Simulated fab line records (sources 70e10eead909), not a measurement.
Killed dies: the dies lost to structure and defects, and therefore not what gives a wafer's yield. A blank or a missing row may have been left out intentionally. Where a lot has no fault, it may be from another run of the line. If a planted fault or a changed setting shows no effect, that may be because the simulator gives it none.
fab line records    flow nand_harc
record: lots: 14  wafers: 42  last_day: 24
route steps=1159 shown A_M0@1011 A_M1@1037
lots that met no fault: taken from a fault-free run of the same line
start_h: hours from the record's opening day to when the first of the lot's shown wafers began    wait_h: time in hours since the lot's previous step    " as in the row above    L1.1+2: a row that stands for several wafers    - no value present, or no start provided    * or withheld: withheld    < > ~ a bound
route shown NAME@n: names a module that has steps shown in the file, with the first one's number in the route    usual: the fault-free wafers' mean and standard deviation    same: alike in all rows    chamber/n: place in a boat    sites: per-site readings    _std_site: the standard deviation of these    _edge_site: the outer-site mean with the inner-site mean subtracted    radius_mm: how far each site lies from the wafer's centre    mask NAME#n: copy n    behind: tool/chamber where the wafer was last shaped    hold: cause of the lot's hold/its duration in hours/its outcome    device: the n, p or np transistor that did not switch    end of line: the tests these same wafers got at the end of their route    a step without rows: its recipe alone    killed: the dies lost at the first sort to structure and to defects; this is not the yield of the wafer    map: dies across one wafer; x = killed, . = not, _ = none there
set.NAME: the setting the step ran with; set.NAME@STEP: the setting that earlier step ran with    model.NAME: the simulator's own value behind a step, which no gauge read
the route's steps for a sample of lots (tables are steps, rows are wafers)
services: the hour from which a tool's chamber was out of use, counted from the record's first day as start_h (under 0 if before that day), plus the number of hours and why
== steps ==
step: NHARC_A_M0_STRIP_18
recipe: power_w: 1000  n2_flow_sccm: 150  h2_flow_sccm: 150  ar_flow_sccm: 0  bias_w: 0  chemistry: N2/H2
usual: drypump_motor_current_A: 5.7/0.31  oes_product_au: 0.999/0.01  rf_vpp_V: 90.9/0.96  showerhead_plenum_p_Torr: 2.09/0.09  throttle_valve_pct: 14.171/0.0099
lot.wafer  tool         chamber  start_h  wait_h  drypump_motor_current_A  oes_product_au  rf_hours_counter_h  rf_vpp_V  showerhead_plenum_p_Torr  throttle_valve_pct
L799.4     rie_diel-01  0        402.94   0.1     5.6                      0.992           4                   90.5      2.08                      14.156
L799.3     "            3        "        "       5.1                      1.018           5                   90.0      2.15                      14.163
L799.6     "            0        "        "       5.6                      1.003           -                   90.9      2.08                      14.160
L803.2     rie_diel-05  3        404.86   0.1     5.7                      1.008           4                   90.9      2.13                      14.152
L803.5     "            0        "        "       6.1                      0.995           -                   91.7      2.18                      14.161
L803.6     "            2        "        "       6.1                      1.004           -                   91.2      1.99                      14.176
L801.3     rie_diel-05  3        413.13   0.1     5.7                      1.002           5                   90.6      2.13                      14.172
L801.2     "            0        "        "       6.2                      0.989           5                   90.0      2.18                      14.177
L801.6     "            2        "        "       6.1                      1.009           -                   90.3      1.99                      14.157
L802.1     rie_diel-01  0        413.54   0.1     5.6                      0.998           5                   90.1      2.08                      14.176
L802.4     "            1        "        "       5.8                      0.993           4                   90.9      2.14                      14.168
L802.6     "            2        "        "       5.8                      0.996           -                   91.5      2.14                      14.150
L805.2     rie_diel-05  0        445.72   0.1     6.1                      1.003           7                   91.6      2.17                      14.177
L805.3     "            2        "        "       6.1                      1.000           7                   90.8      1.99                      14.179
L805.5     "            1        "        "       5.5                      0.987           -                   90.1      1.91                      14.171
L804.3     rie_diel-05  1        453.23   0.1     5.5                      1.004           6                   90.8      1.91                      14.170
L804.4     "            0        "        "       6.1                      0.996           7                   91.4      2.17                      14.157
L804.6     "            2        "        "       6.1                      1.011           -                   90.0      1.99                      14.178
L808.4     rie_diel-08  0        454.06   0.1     5.6                      1.007           12                  91.0      2.20                      14.162
L808.1     "            1        "        "       5.5                      0.988           13                  89.4      2.04                      14.181
L808.5     "            2        "        "       5.3                      1.001           -                   89.9      1.96                      14.151
L809.4     rie_diel-05  3        456.92   0.1     5.7                      0.981           7                   91.2      2.13                      14.185
L809.3     "            0        "        "       6.2                      0.992           7                   90.9      2.17                      14.182
L809.6     "            2        "        "       6.1                      1.005           -                   90.2      1.99                      14.180
L814.4     rie_diel-08  2        509.89   0.1     5.3                      0.989           2                   91.8      1.96                      14.170
L814.6     "            2        "        "       5.3                      0.993           -                   90.8      1.96                      14.174
L814.5     "            3        "        "       6.0                      1.002           -                   91.0      2.16                      14.165
L815.2     rie_diel-05  0        509.89   0.1     6.1                      0.997           11                  92.0      2.17                      14.183
L815.1     "            1        "        "       5.5                      0.989           9                   90.5      1.91                      14.169
L815.6     "            3        "        "       5.7                      0.978           -                   90.8      2.13                      14.171
L819.1     rie_diel-08  0        534.71   0.1     5.6                      1.024           4                   92.1      2.19                      14.165
L819.4     "            1        "        "       5.5                      1.001           4                   89.2      2.04                      14.187
L819.2     "            2        "        "       5.3                      0.995           5                   91.0      1.96                      14.170
L820.2     rie_diel-05  2        535.26   0.1     6.1                      1.009           1                   89.8      1.99                      14.173
L820.3     "            3        "        "       5.7                      0.992           1                   91.9      2.13                      14.170
L820.4     "            1        "        "       5.5                      1.014           1                   89.9      1.91                      14.170
L822.4     rie_diel-01  2        538.02   0.1     5.9                      0.990           3                   91.3      2.14                      14.180
L822.6     "            3        "        "       5.1                      0.991           -                   90.6      2.14                      14.174
L822.5     "            0        "        "       5.6                      1.008           -                   91.6      2.08                      14.185
L821.3     rie_diel-08  0        542.27   0.1     5.6                      1.012           5                   90.2      2.19                      14.174
L821.1     "            1        "        "       5.5                      1.001           5                   89.7      2.04                      14.198
L821.4     "            3        "        "       6.0                      0.984           5                   93.0      2.16                      14.180
step: NHARC_A_M0_INSPECT_27
usual: raw_defect_count: 429/110
lot.wafer  tool               chamber  start_h  wait_h  raw_defect_count
L799.3     defect_inspect-01  -        405.09   0.0     304
L799.4     "                  -        "        "       432
L799.6     "                  -        "        "       416
L803.2     defect_inspect-01  -        407.03   0.0     465
L803.5     "                  -        "        "       506
L803.6     "                  -        "        "       462
L801.2     defect_inspect-02  -        415.26   0.0     464
L801.3     "                  -        "        "       346
L801.6     "                  -        "        "       418
L802.1     defect_inspect-02  -        415.60   0.0     333
L802.4     "                  -        "        "       381
L802.6     "                  -        "        "       391
L805.2     defect_inspect-01  -        447.83   0.0     472
L805.3     "                  -        "        "       386
L805.5     "                  -        "        "       391
L804.3     defect_inspect-02  -        455.35   0.0     372
L804.4     "                  -        "        "       459
L804.6     "                  -        "        "       368
L808.1     defect_inspect-02  -        456.10   0.0     370
L808.4     "                  -        "        "       444
L808.5     "                  -        "        "       371
L809.3     defect_inspect-01  -        459.00   0.0     324
L809.4     "                  -        "        "       362
L809.6     "                  -        "        "       420
L815.1     defect_inspect-01  -        512.17   0.0     355
L815.2     "                  -        "        "       325
L815.6     "                  -        "        "       410
L814.4     defect_inspect-01  -        512.50   0.0     480
L814.5     "                  -        "        "       449
L814.6     "                  -        "        "       540
L819.1     defect_inspect-02  -        536.82   0.0     299
L819.2     "                  -        "        "       276
L819.4     "                  -        "        "       259
L820.2     defect_inspect-02  -        537.36   0.0     436
L820.3     "                  -        "        "       351
L820.4     "                  -        "        "       390
L822.4     defect_inspect-02  -        540.53   0.0     257
L822.5     "                  -        "        "       288
L822.6     "                  -        "        "       340
L821.1     defect_inspect-01  -        544.36   0.0     406
L821.3     "                  -        "        "       517
L821.4     "                  -        "        "       581
step: NHARC_A_M1_OVL_MEAS_10
recipe: pitch_nm: 240
usual: overlay_x_nm: -0.1/0.82  overlay_y_nm: 0.1/0.93
lot.wafer  tool        chamber  start_h  wait_h  overlay_x_nm  overlay_y_nm
L799.3     overlay-02  -        406.57   -       -0.9          -0.2
L799.4     "           -        "        "       -1.3          -0.3
L799.6     "           -        "        "       -0.9          0.3
L803.2     overlay-02  -        408.52   -       -0.5          -1.3
L803.5     "           -        "        "       -1.1          -1.5
L803.6     "           -        "        "       -0.8          -1.0
L801.2     overlay-02  -        416.74   -       0.0           0.5
L801.3     "           -        "        "       0.3           0.7
L801.6     "           -        "        "       -0.1          -0.1
L802.1     overlay-02  -        417.08   -       -0.7          0.4
L802.4     "           -        "        "       -0.5          0.2
L802.6     "           -        "        "       -0.4          -0.6
L805.2     overlay-02  -        449.31   -       -0.5          -1.5
L805.3     "           -        "        "       -0.2          -2.1
L805.5     "           -        "        "       -0.5          -1.7
L804.3     overlay-01  -        456.83   -       1.4           -0.9
L804.4     "           -        "        "       1.2           -0.9
L804.6     "           -        "        "       0.8           -0.9
L808.1     overlay-01  -        457.47   -       1.2           1.4
L808.4     "           -        "        "       0.7           1.5
L808.5     "           -        "        "       1.4           1.6
L809.3     overlay-02  -        460.45   -       -0.3          1.1
L809.4     "           -        "        "       0.2           0.7
L809.6     "           -        "        "       -0.5          0.3
L815.1     overlay-01  -        513.64   -       1.0           0.7
L815.2     "           -        "        "       1.0           0.1
L815.6     "           -        "        "       0.9           0.6
L814.4     overlay-02  -        513.95   -       -0.2          -2.0
L814.5     "           -        "        "       0.1           -1.7
L814.6     "           -        "        "       -0.5          -1.6
L819.1     overlay-02  -        538.28   -       0.4           1.1
L819.2     "           -        "        "       -0.2          1.3
L819.4     "           -        "        "       -0.1          0.8
L820.2     overlay-01  -        538.85   -       -0.4          -0.6
L820.3     "           -        "        "       -1.4          -0.6
L820.4     "           -        "        "       -0.2          -0.7
L822.4     overlay-01  -        541.88   -       -0.4          0.1
L822.5     "           -        "        "       -1.4          0.5
L822.6     "           -        "        "       0.0           -0.3
L821.1     overlay-01  -        545.71   -       -0.5          0.2
L821.3     "           -        "        "       -0.3          0.4
L821.4     "           -        "        "       -0.5          0.3
step: NHARC_A_M1_ETCH_15
recipe: target_depth_a: 1825  time_s: 91.2  c4f8_flow_sccm: withheld  ar_flow_sccm: 400  rf_w: 600  bias_w: 300  chemistry: C4F8/Ar
usual: oes_product_au: 0.949/0.022  rf_vpp_V: 441.0/2.3  run_length_s: 112.6/0.37
lot.wafer  tool         chamber  start_h  wait_h  oes_product_au  rf_hours_counter_h  rf_vpp_V  run_length_s
L799.3     rie_diel-06  0        406.84   -       0.930           4                   439.8     112.9
L799.4     "            2        "        "       0.941           5                   441.1     112.3
L799.6     "            0        "        "       0.921           -                   441.0     113.0
L803.2     rie_diel-12  3        408.81   -       0.988           2                   440.6     112.9
L803.6     "            0        "        "       0.969           -                   438.7     112.7
L803.5     "            1        "        "       0.968           -                   441.5     112.3
L801.2     rie_diel-12  2        417.01   -       0.977           2                   442.1     112.8
L801.3     "            1        "        "       0.967           2                   441.1     112.2
L801.6     "            3        "        "       0.963           -                   441.2     112.8
L802.1     rie_diel-12  1        417.35   -       0.955           2                   441.7     112.5
L802.4     "            0        "        "       0.971           2                   435.9     113.0
L802.6     "            1        "        "       0.964           -                   441.7     112.7
L805.2     rie_diel-04  0        449.59   -       0.942           13                  442.4     112.3
L805.3     "            1        "        "       0.929           12                  444.9     112.9
L805.5     "            0        "        "       0.944           -                   439.9     111.8
L804.4     rie_diel-12  3        457.11   -       0.970           4                   440.6     101.5
L804.3     "            0        "        "       0.972           4                   436.4     101.7
L804.6     "            2        "        "       0.975           -                   443.4     100.8
L808.1     rie_diel-04  1        457.75   -       0.935           12                  445.1     113.2
L808.4     "            2        "        "       0.933           11                  441.0     113.0
L808.5     "            3        "        "       0.939           -                   437.3     112.6
L809.3     rie_diel-12  0        460.72   -       0.967           4                   436.2     101.6
L809.4     "            2        "        "       0.971           5                   445.0     101.0
L809.6     "            1        "        "       0.965           -                   441.2     101.0
L815.2     rie_diel-12  2        513.94   -       0.903           8                   442.6     112.3
L815.1     "            1        "        "       0.921           7                   441.8     113.0
L815.6     "            3        "        "       0.926           -                   439.3     113.3
L814.4     rie_diel-06  2        514.23   -       0.925           2                   440.3     112.4
L814.5     "            1        "        "       0.925           -                   438.2     112.4
L814.6     "            2        "        "       0.919           -                   441.4     112.4
L819.2     rie_diel-06  0        538.55   -       0.954           2                   441.0     112.4
L819.1     "            2        "        "       0.975           3                   442.5     113.1
L819.4     "            3        "        "       0.973           2                   443.6     112.9
L820.4     rie_diel-06  1        539.13   -       0.930           3                   437.5     112.5
L820.2     "            2        "        "       0.935           3                   441.3     112.6
L820.3     "            3        "        "       0.932           3                   443.6     112.7
L822.4     rie_diel-12  0        542.16   -       0.940           8                   437.2     112.7
L822.5     "            2        "        "       0.907           -                   442.8     112.9
L822.6     "            3        "        "       0.927           -                   440.9     112.7
L821.4     rie_diel-12  2        545.98   -       0.960           9                   442.4     112.7
L821.3     "            3        "        "       0.968           9                   441.2     113.5
L821.1     "            1        "        "       0.970           9                   440.0     112.7
== services ==
tool         chamber  start_h  hours  kind
rie_diel-12  -        379.40   9.0    pm
rie_diel-12  0        379.40   9.0    vent_cycle
rie_diel-12  1        379.40   9.0    vent_cycle
rie_diel-12  2        379.40   9.0    vent_cycle
rie_diel-12  3        379.40   9.0    vent_cycle
rie_diel-04  -        383.20   0.6    repair
rie_diel-01  2        383.43   5.0    repair
rie_diel-12  0        388.40   -      clean
rie_diel-06  2        389.99   7.2    repair
rie_diel-05  1        404.34   19.3   repair
rie_diel-06  -        418.20   9.0    pm
rie_diel-05  0        421.02   11.1   repair
rie_diel-05  3        434.95   1.4    repair
rie_diel-05  -        435.34   1.6    repair
rie_diel-12  -        436.19   0.8    repair
rie_diel-05  -        438.52   2.7    repair
rie_diel-06  0        465.11   4.7    repair
rie_diel-04  -        465.90   9.0    pm
rie_diel-08  -        478.80   9.0    pm
rie_diel-04  3        481.34   6.8    repair
rie_diel-01  -        491.92   9.0    pm
rie_diel-06  3        506.64   1.2    repair
rie_diel-12  0        510.79   10.8   repair
rie_diel-05  -        517.60   9.0    pm
== key ==
first_sign: step: NHARC_A_M1_ETCH_15  reading: run_length_s  direction: down  sigmas: 31  usual: *  struck: *
effect none on later readings
met_at NHARC_A_M1_ETCH_15
struck_lots L804,L809
sort_left_out L804.3,L804.4,L804.6,L809.3,L809.4,L809.6
not_acting_at NHARC_A_M0_STRIP_18,NHARC_A_M0_INSPECT_27,NHARC_A_M1_OVL_MEAS_10
onset_between 417.35 457.11
fault: kind: process_parameter_drift  tool: rie_diel-12  chamber: -  onset_h: 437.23  steps: NHARC_A_M1_ETCH_15  channel: time_s  offset: *  shape: step  end_h: 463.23  acts_in: *  stated: *
sort_left_out: the simulated sort isn't trusted on such a fault, so these wafers' sort isn't shown, and their yield isn't known
